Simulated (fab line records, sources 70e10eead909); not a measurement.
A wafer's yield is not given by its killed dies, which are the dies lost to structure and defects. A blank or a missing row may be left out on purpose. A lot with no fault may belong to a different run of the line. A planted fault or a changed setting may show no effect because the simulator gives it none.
Which tool was responsible? | flow nand_harc | 23 lots (69 wafers sampled), 1 step of a 1302-step route

WHAT THE GAUGES READ, wafer by wafer
NHARC_A_CHANNEL_HOLE_D2_OVL_MEAS_11. Usual: overlay_x_nm 0.1 nm, standard deviation 0.8; overlay_y_nm 0.2 nm, standard deviation 0.57.
lot  | measured     | on         | overlay_x_nm (nm) | overlay_y_nm (nm) | flag
L074 | day 13 08:04 | overlay-01 | -0.5 -0.9 -0.3    | 0.8 0.4 0.3       |
L076 | day 14 01:25 | overlay-02 | -0.4 -0.5 -0.6    | -1.0 -0.8 -0.1    |
L077 | day 14 15:37 | overlay-01 | 1.4 1.6 1.4       | 0.2 0.2 -0.4      |
L078 | day 14 16:20 | overlay-02 | 0.3 0.0 0.1       | 0.2 0.4 0.0       |
L080 | day 15 09:08 | overlay-01 | -0.3 0.2 0.0      | 0.1 0.2 -0.4      |
L079 | day 15 10:19 | overlay-01 | 0.4 0.3 0.2       | -0.4 -0.4 0.1     |
L081 | day 15 20:15 | overlay-02 | 0.1 0.1 -0.3      | 0.6 0.7 0.6       |
L082 | day 16 23:17 | overlay-01 | -0.8 -1.6 -0.8    | 0.6 0.5 0.6       |
L083 | day 17 04:16 | overlay-01 | -0.1 -0.1 0.0     | 0.5 0.4 0.2       |
L084 | day 17 04:40 | overlay-02 | 0.3 -0.2 -0.1     | 1.6 1.4 1.4       |
L086 | day 17 10:43 | overlay-02 | -0.2 0.0 -0.2     | -0.8 -0.2 -0.4    |
L085 | day 17 17:47 | overlay-02 | 1.7 1.4 1.1       | 0.7 0.7 0.3       |
L087 | day 18 20:02 | overlay-02 | 0.0 0.4 0.2       | 0.4 0.1 0.3       |
L089 | day 19 09:02 | overlay-02 | 0.2 0.4 0.7       | 0.2 0.2 -0.6      |
L088 | day 19 09:53 | overlay-01 | -0.2 0.2 0.3      | 0.3 0.5 0.0       |
L091 | day 19 12:55 | overlay-02 | 1.3 0.9 1.1       | -0.4 -0.8 -0.9    |
L090 | day 19 13:40 | overlay-02 | 0.8 2.3 1.8       | -0.6 -1.0 -0.7    |
L093 | day 20 18:27 | overlay-01 | -1.1 -0.7 -1.1    | 0.4 0.7 0.5       |
L092 | day 20 18:36 | overlay-01 | 0.6 1.4 1.2       | -0.6 0.5 0.7      |
L094 | day 21 07:52 | overlay-02 | 0.0 0.4 0.8       | 0.9 0.5 0.5       |
L095 | day 22 02:20 | overlay-02 | -1.1 -1.2 -1.0    | 0.6 1.3 0.6       |
L096 | day 22 04:44 | overlay-01 | -0.8 -0.5 -0.7    | 0.0 0.5 0.3       |
L097 | day 23 01:35 | overlay-02 | 0.7 0.8 0.4       | 0.5 0.4 0.3       |

TOOL THAT RAN EACH LOT (tool first, then ch and the chambers of the sampled wafers, then the start)
No process step before these readings appears in the record.

WHAT THE TOOLS THEMSELVES READ (means of the sampled wafers that have a number; where no wafer has one, the mark that the record gives instead)
The record holds no such reading with a usual standard deviation.

THE ANSWER, worked out from the rows above alone
Rule: take the mean of a lot's wafers that have a number; if it is more than 3 standard deviations from the usual mean, the lot is off. A lot without any number at a reading at which 4 lots or more have one is off too. The other lots that the step has rows for count as sound. After the gauges, taken in route order, come the tools' own readings; for these a lot's mean is taken, as printed above. At the first step where some lot is off, the reading lying furthest off is the one used; lots without a number count as furthest.
Nothing can be told from this: no lot is off at any reading shown.

WHAT WAS PUT IN BY THE SIMULATOR
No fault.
